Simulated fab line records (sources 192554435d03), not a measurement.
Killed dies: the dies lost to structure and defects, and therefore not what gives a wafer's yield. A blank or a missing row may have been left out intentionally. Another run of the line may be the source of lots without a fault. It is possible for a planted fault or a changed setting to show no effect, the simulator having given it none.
Which tool did it? -- flow n5Finfet -- route of 1938 steps, sampled at 1 step: 10 lots, 30 wafers

== WHAT EACH GAUGE READ, for each wafer ==
N5_BEOL_M4_RC_MEAS_101.
lot,measured,on,DIBL_N (mV/V)
L862,day 8 19:52,prober-01,35.5 37.5 36.2
L863,day 9 03:04,prober-02,37.8 36.4 37.7
L864,day 9 03:22,prober-01,34.4 33.6 34.9
L865,day 9 05:13,prober-01,34.9 35.7 32.1
L870,day 10 14:47,prober-01,36.0 35.7 35.4
L867,day 10 21:26,prober-02,33.6 36.5 37.0
L872,day 11 05:40,prober-01,37.2 37.3 34.9
L873,day 11 22:47,prober-01,35.2 40.4 34.9
L878,day 13 04:44,prober-02,36.2 38.4 34.2
L883,day 15 01:47,prober-02,38.5 41.7 36.9

== TOOL THAT RAN EACH LOT (tool first, then ch and the chambers of the sampled wafers, then the start) ==
There is no process step in the record ahead of these readings.

== THE ANSWER, worked out from the rows above alone ==
Rule: what is usual is taken from the lots themselves. Put in order of their means at a reading, lots are off if they are a third of the lots or fewer, leave a main group of 4 or more, and stand apart from it by a gap of 3 or more times the standard deviation of the main group's means; of several such gaps the widest counts. If all means in a main group match to the digits the tables above print for the reading, that group is not used. Also off: a lot with no number at a reading for which 4 or more lots have one. The other lots that the step has rows for count as sound.
No lot is off on any of the readings shown, so nothing can be concluded from this.

== WHAT HAD BEEN PUT IN BY THE SIMULATOR ==
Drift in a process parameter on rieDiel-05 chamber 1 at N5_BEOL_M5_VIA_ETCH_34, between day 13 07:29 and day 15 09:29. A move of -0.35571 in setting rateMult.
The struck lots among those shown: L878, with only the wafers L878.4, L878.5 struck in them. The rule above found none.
